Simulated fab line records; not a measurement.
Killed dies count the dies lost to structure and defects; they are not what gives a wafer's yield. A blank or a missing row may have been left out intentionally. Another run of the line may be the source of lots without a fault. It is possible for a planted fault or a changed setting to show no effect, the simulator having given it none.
Which tool is to blame?	flow n5 finfet	at 1 step of a route of 1938, 24 lots with 72 wafers sampled

== WHAT EACH GAUGE READ, for each wafer ==
N5_WELL_APT_INSPECT_10: inspects for defects (macro).
lot	measured	on	raw defect count
L074	day 1 13:52	defect inspect-01	2 3 2
L075	day 1 19:37	defect inspect-01	3 2 3
L076	day 2 01:44	defect inspect-01	1 4 2
L077	day 2 08:16	defect inspect-02	3 2 3
L078	day 2 13:37	defect inspect-02	1 2 3
L079	day 2 19:46	defect inspect-01	2 1 2
L080	day 3 01:43	defect inspect-02	1 5 1
L081	day 3 07:53	defect inspect-01	2 1 1
L082	day 3 13:44	defect inspect-01	2 1 2
L083	day 3 19:55	defect inspect-02	2 2 2
L084	day 4 01:55	defect inspect-01	0 2 1
L085	day 4 07:49	defect inspect-02	1 3 4
L086	day 4 13:44	defect inspect-01	2 0 4
L087	day 4 19:58	defect inspect-02	0 1 3
L088	day 5 01:44	defect inspect-01	2 0 4
L089	day 5 07:50	defect inspect-02	1 1 6
L090	day 5 14:00	defect inspect-01	1 1 2
L091	day 5 19:56	defect inspect-01	2 2 3
L092	day 6 01:41	defect inspect-02	1 0 3
L093	day 6 07:48	defect inspect-01	1 4 0
L094	day 6 13:47	defect inspect-02	2 3 2
L095	day 6 20:00	defect inspect-02	2 2 3
L096	day 7 01:55	defect inspect-02	3 5 2
L097	day 7 07:53	defect inspect-01	0 1 1

== TOOL THAT RAN EACH LOT (tool first, then ch and the chambers of the sampled wafers, then the start) ==
Record: no process step prior to these readings.

== AS READ BY THE TOOLS THEMSELVES (means over the sampled wafers that have a number; for cases with no such wafer, the mark the record gives instead) ==
The record holds no such reading with a usual standard deviation.

== THE ANSWER, worked out from the rows above alone ==
Rule: usual is defined by the lots themselves. The widest of any qualifying gaps counts: lots, ordered by their means at a reading, are off when they make up no more than a third of the lots, leave a main group of 4 or more, and stand apart from it by 3 or more times the standard deviation of that group's means. If all means in a main group match to the digits the tables above print for the reading, that group is not used. Also off: a lot with no number at a reading for which 4 or more lots have one. Any other lot the step has rows for is counted as sound. First the gauges in route order, then the tools' own readings, where a lot's mean is used as printed above. At the first step where some lot is off, the reading lying furthest off is the one used; lots without a number count as furthest.
None of the lots is off at any reading shown; this tells nothing.

== WHAT HAD BEEN PUT IN BY THE SIMULATOR ==
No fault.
